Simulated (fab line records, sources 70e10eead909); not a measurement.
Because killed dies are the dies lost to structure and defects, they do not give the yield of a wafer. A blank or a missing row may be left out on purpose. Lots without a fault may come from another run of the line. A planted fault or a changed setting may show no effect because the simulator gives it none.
The tool behind it: which one? | flow nand_harc | 13 lots, 39 wafers sampled, at 5 steps of a route of 1302

== WHAT THE GAUGES SHOWED, per wafer ==
NHARC_END_SORT_01. Usual: killed_at_array 60, standard deviation 21; killed_at_other 1.0, standard deviation 1.2; killed_at_periphery 4.2, standard deviation 2.8; killed_dies 65, standard deviation 20; killed_open 3.1, standard deviation 1.8; killed_short 2.6, standard deviation 1.6.
lot  | measured     | on        | killed_at_array | killed_at_other | killed_at_periphery | killed_dies | killed_open | killed_short | flag
L886 | day 28 14:43 | prober-02 | 38 35 41        | 1 4 1           | 7 9 11              | 46 48 53    | 3 5 3       | 5 0 5        |
L889 | day 29 22:14 | prober-02 | 670 669 670     | 1 1 0           | 6 7 7               | 677 677 677 | 4 5 3       | 2 4 3        | OFF
L892 | day 31 03:18 | prober-01 | 670 674 670     | 5 3 4           | 2 0 3               | 677 677 677 | 1 2 1       | 1 1 5        | OFF

== WHAT TOOL EACH LOT RAN ON (gives the tool, then ch and the chambers of the sampled wafers, and finally the start) ==
lot  | NHARC_A_CONTACT_DEP_57        | NHARC_A_CONTACT_ETCH_124             | NHARC_A_CONTACT_ETCH_128             | NHARC_A_CONTACT_ETCH_129
L875 | acl_dep-02 ch 0, day 21 09:25 | har_cap_etch-02 ch 0,1, day 21 13:58 | har_cap_etch-02 ch 0,1, day 21 14:50 | har_cap_etch-02 ch 0,1, day 21 15:04
L876 | acl_dep-03 ch 0, day 22 05:10 | har_cap_etch-02 ch 0,1, day 22 09:51 | har_cap_etch-02 ch 0,1, day 22 10:34 | har_cap_etch-02 ch 0,1, day 22 10:45
L879 | acl_dep-03 ch 0, day 23 02:54 | har_cap_etch-02 ch 0,1, day 23 07:54 | har_cap_etch-02 ch 0,1, day 23 08:38 | har_cap_etch-02 ch 0,1, day 23 08:48
L882 | acl_dep-03 ch 0, day 24 07:57 | har_cap_etch-03 ch 0,1, day 24 13:40 | har_cap_etch-03 ch 0,1, day 24 14:30 | har_cap_etch-03 ch 0,1, day 24 14:44
L883 | acl_dep-03 ch 0, day 25 05:24 | har_cap_etch-01 ch 0,1, day 25 11:23 | har_cap_etch-01 ch 0,1, day 25 12:25 | har_cap_etch-01 ch 0,1, day 25 12:39
L884 | acl_dep-03 ch 0, day 25 08:47 | har_cap_etch-03 ch 0,1, day 25 15:18 | har_cap_etch-03 ch 0,1, day 25 16:02 | har_cap_etch-03 ch 0,1, day 25 16:13
L887 | acl_dep-03 ch 0, day 26 01:34 | har_cap_etch-02 ch 0,1, day 26 06:18 | har_cap_etch-02 ch 0,1, day 26 07:16 | har_cap_etch-02 ch 0,1, day 26 07:29
L886 | acl_dep-02 ch 0, day 26 02:33 | har_cap_etch-01 ch 1, day 26 08:17   | har_cap_etch-01 ch 1, day 26 09:01   | har_cap_etch-01 ch 1, day 26 09:11
L888 | acl_dep-02 ch 0, day 27 05:59 | har_cap_etch-03 ch 0,1, day 27 11:01 | har_cap_etch-03 ch 0,1, day 27 12:00 | har_cap_etch-03 ch 0,1, day 27 12:14
L889 | acl_dep-03 ch 0, day 27 07:23 | har_cap_etch-02 ch 0,1, day 27 12:34 | har_cap_etch-02 ch 0,1, day 27 13:17 | har_cap_etch-02 ch 0,1, day 27 13:28
L892 | acl_dep-02 ch 0, day 28 08:05 | har_cap_etch-03 ch 0,1, day 28 13:20 | har_cap_etch-03 ch 0,1, day 28 14:19 | har_cap_etch-03 ch 0,1, day 28 14:32
L891 | acl_dep-02 ch 0, day 28 22:04 | har_cap_etch-03 ch 0,1, day 29 03:45 | har_cap_etch-03 ch 0,1, day 29 04:43 | har_cap_etch-03 ch 0,1, day 29 04:57
L894 | acl_dep-02 ch 0, day 29 22:11 | har_cap_etch-02 ch 0,1, day 30 03:01 | har_cap_etch-02 ch 0,1, day 30 03:59 | har_cap_etch-02 ch 0,1, day 30 04:13
- NHARC_A_CONTACT_DEP_57: deposits aC, target thk 5300 nm.
- NHARC_A_CONTACT_ETCH_124: etches the open film in C4F8/O2/Ar, time 140 s, target depth 700 nm.
- NHARC_A_CONTACT_ETCH_128: etches the open film in C4F8/O2/Ar, time 197 s, target depth 1918 nm.
- NHARC_A_CONTACT_ETCH_129: etches the open film in C4F8/O2/Ar, time 197 s, target depth 1918 nm.

== WHAT THE TOOLS THEMSELVES READ (means of the sampled wafers that have a number; where no wafer has one, the mark that the record gives instead) ==
NHARC_A_CONTACT_DEP_57. Usual: throttle_valve_pct 35.001 %, standard deviation 0.0092.
lot  | tool       | throttle_valve_pct (%) | flag
L875 | acl_dep-02 | 35.007                 |
L876 | acl_dep-03 | 35.001                 |
L879 | acl_dep-03 | 34.997                 |
L882 | acl_dep-03 | 35.000                 |
L883 | acl_dep-03 | 35.006                 |
L884 | acl_dep-03 | 34.997                 |
L887 | acl_dep-03 | 34.997                 |
L886 | acl_dep-02 | 35.004                 |
L888 | acl_dep-02 | 35.002                 |
L889 | acl_dep-03 | 35.002                 |
L892 | acl_dep-02 | 35.006                 |
L891 | acl_dep-02 | 35.002                 |
L894 | acl_dep-02 | 35.001                 |

NHARC_A_CONTACT_ETCH_124. Usual: chamber_pressure_mTorr 20.002 mTorr, standard deviation 0.019; oes_air_line_au 1.000 a.u., standard deviation 0.021.
lot  | tool            | chamber_pressure_mTorr (mTorr) | oes_air_line_au (a.u.) | flag
L875 | har_cap_etch-02 | 20.010                         | 1.032                  |
L876 | har_cap_etch-02 | 20.005                         | 0.997                  |
L879 | har_cap_etch-02 | 20.003                         | 1.025                  |
L882 | har_cap_etch-03 | 20.000                         | 0.983                  |
L883 | har_cap_etch-01 | 20.004                         | 1.016                  |
L884 | har_cap_etch-03 | 20.002                         | 1.009                  |
L887 | har_cap_etch-02 | 19.997                         | 1.002                  |
L886 | har_cap_etch-01 | 20.003                         | 0.980                  |
L888 | har_cap_etch-03 | 19.992                         | 1.011                  |
L889 | har_cap_etch-02 | 20.013                         | 1.017                  |
L892 | har_cap_etch-03 | 20.010                         | 0.988                  |
L891 | har_cap_etch-03 | 19.989                         | 1.008                  |
L894 | har_cap_etch-02 | 19.999                         | 0.991                  |

NHARC_A_CONTACT_ETCH_128. Usual: chamber_pressure_mTorr 20.000 mTorr, standard deviation 0.02; oes_air_line_au 1.002 a.u., standard deviation 0.021.
lot  | tool            | chamber_pressure_mTorr (mTorr) | oes_air_line_au (a.u.) | flag
L875 | har_cap_etch-02 | 19.991                         | 0.978                  |
L876 | har_cap_etch-02 | 19.994                         | 0.987                  |
L879 | har_cap_etch-02 | 20.022                         | 0.993                  |
L882 | har_cap_etch-03 | 20.011                         | 1.011                  |
L883 | har_cap_etch-01 | 19.995                         | 1.017                  |
L884 | har_cap_etch-03 | 19.986                         | 0.998                  |
L887 | har_cap_etch-02 | 20.009                         | 0.998                  |
L886 | har_cap_etch-01 | 19.993                         | 0.996                  |
L888 | har_cap_etch-03 | 20.003                         | 1.024                  |
L889 | har_cap_etch-02 | 20.013                         | 1.011                  |
L892 | har_cap_etch-03 | 20.019                         | 0.995                  |
L891 | har_cap_etch-03 | 20.010                         | 1.028                  |
L894 | har_cap_etch-02 | 19.996                         | 0.988                  |

NHARC_A_CONTACT_ETCH_129. Usual: chamber_pressure_mTorr 19.999 mTorr, standard deviation 0.018; oes_air_line_au 1.003 a.u., standard deviation 0.018.
lot  | tool            | chamber_pressure_mTorr (mTorr) | oes_air_line_au (a.u.) | flag
L875 | har_cap_etch-02 | 19.992                         | 1.011                  |
L876 | har_cap_etch-02 | 19.983                         | 1.011                  |
L879 | har_cap_etch-02 | 20.003                         | 1.006                  |
L882 | har_cap_etch-03 | 20.016                         | 1.018                  |
L883 | har_cap_etch-01 | 19.998                         | 0.972                  |
L884 | har_cap_etch-03 | 20.001                         | 1.007                  |
L887 | har_cap_etch-02 | 19.983                         | 1.020                  |
L886 | har_cap_etch-01 | 20.004                         | 1.010                  |
L888 | har_cap_etch-03 | 20.002                         | 0.989                  |
L889 | har_cap_etch-02 | -                              | -                      | OFF
L892 | har_cap_etch-03 | -                              | -                      | OFF
L891 | har_cap_etch-03 | 19.981                         | 1.024                  |
L894 | har_cap_etch-02 | 20.004                         | 1.023                  |

== THE ANSWER, worked out from the rows above alone ==
Rule: a lot is off if the mean of its wafers that have a number lies more than 3 standard deviations from the usual mean. Also off: a lot with no number at a reading for which 4 or more lots have one. Where the step has rows for the other lots, those lots are counted as sound. First the gauges in route order, then the tools' own readings, where a lot's mean is used as printed above. At the first step where some lot is off, the reading lying furthest off is the one used; lots without a number count as furthest.
Off: L889, L892, at NHARC_END_SORT_01 (killed_dies). Neither off nor sound, because the step has no rows for them: L875, L876, L879, L882, L883, L884, L887, L888, L891, L894.
A tool fits if, at a process step before that reading, it ran every lot that is off, and no sound lot after the first of them. The gauges at NHARC_END_SORT_01 aren't tried: what is off there is off at NHARC_A_CONTACT_ETCH_129 too, on other tools, and a gauge's error can't cause that. Of those tried, none fits.

== WHAT THE SIMULATOR HAD PUT IN ==
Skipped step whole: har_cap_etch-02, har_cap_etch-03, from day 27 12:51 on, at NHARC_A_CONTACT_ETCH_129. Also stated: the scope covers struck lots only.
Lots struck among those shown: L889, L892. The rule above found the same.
